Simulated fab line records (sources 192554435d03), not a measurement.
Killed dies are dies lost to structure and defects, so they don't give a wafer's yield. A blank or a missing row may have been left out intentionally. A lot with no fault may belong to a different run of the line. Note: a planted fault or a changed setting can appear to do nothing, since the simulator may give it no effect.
Problem report, 8D (eight disciplines) form, completed by code -- flow n5Finfet -- the parts of the form that need people (team, actions taken, sign-off) are left out

== 1. THE ISSUE ==
At N5_FIN_SAQP_COAT_49, runLengthS averages 56.83 s over 3 wafers from 2 lots, while fault-free wafers read 66.20 s, standard deviation 0.13. Relative to the usual mean, that is a shift of -72 standard deviations.
The step: time 60 s, resist thk 100 nm.
Earliest sighting: wafer L665.2 on lithoTrack-05 at day 3 09:41. Wafers with a number at this step in the record: 36, from 12 lots. By rule, "out" or "out of limits" means more than 4 standard deviations away from the usual mean. Any other wafer with a number is counted as sound.

== 2. WHAT THIS IS AND IS NOT ==
question,is,is not
which readings at this step,"runLengthS, heaterPowerTotalW",-
which lots,"L665, L667","L660, L662, L664, L675, L676, L677, L678, L679, L681, L682"
which wafers of those lots,"L665.2, L665.6, L667.6","L665.3, L667.1, L667.5"
read on which tools,lithoTrack-05,"lithoTrack-03, lithoTrack-04"
when,from day 3 09:41,"up to then (10 sound wafers); but 23 sound wafers of L667, L675, L676, L677, L678, L679, L681, L682 came after"

== 3. THE SUSPECTS, EACH WITH WHAT RULES IT OUT ==
Counting: if a tool at a process step up to the reading ran every lot that is out, it stays a suspect. Sound lots after the first of them don't rule it out here, since some wafers of a struck lot are sound.
- pecvd-04 at N5_PMOS_HMC_CHANNEL_EPI_HM_DEP_34 (deposits SiO2 from TEOS/O2, target thk 36 nm, time 6.9 s): kept. Every lot that is out went through it, the first being L665 (day 3 05:02); the last sound lot it ran before that was L664 (day 2 22:58).
- lithoTrack-05 at N5_FIN_SAQP_COAT_49 (time 60 s, resist thk 100 nm): kept. Every lot that is out went through it, the first being L665 (day 3 09:41); the last sound lot it ran before that was L664 (day 3 03:16). Its own readings are out on those wafers: heaterPowerTotalW, runLengthS.
The count leaves lithoTrack-05 at N5_FIN_SAQP_COAT_49 and pecvd-04 at N5_PMOS_HMC_CHANNEL_EPI_HM_DEP_34.

== 4. THE CAUSE (what the simulator had put in) ==
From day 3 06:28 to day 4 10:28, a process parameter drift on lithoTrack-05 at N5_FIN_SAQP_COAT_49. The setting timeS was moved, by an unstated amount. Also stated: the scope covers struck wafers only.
Of the 2 suspects that counting leaves, this tool is one.

== 5. THE CHAIN OF EFFECTS, in route order ==
Each row: a reading whose mean over the struck wafers that have a number lies more than 3 standard deviations from the usual. Readings are gone through only where the record gives a usual standard deviation; hours: the median, over the lots, of the time from a lot's start at the first step in this table giving one to that lot's start at this step; sigmas: the change measured in usual standard deviations.
hours,step,reading,usual,on struck wafers,change,sigmas
0,N5_FIN_SAQP_COAT_49,heaterPowerTotalW,500.5 W,554.5,+54.0,+30
0,N5_FIN_SAQP_COAT_49,runLengthS,66.20 s,56.83,-9.37,-72
Here are the process steps it includes:
- N5_FIN_SAQP_COAT_49: time 60 s, resist thk 100 nm.

== 6. WHAT WOULD HAVE CAUGHT IT SOONER ==
First out-of-limits reading in this record: day 3 09:41, which is 3 hours after fault onset at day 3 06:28.
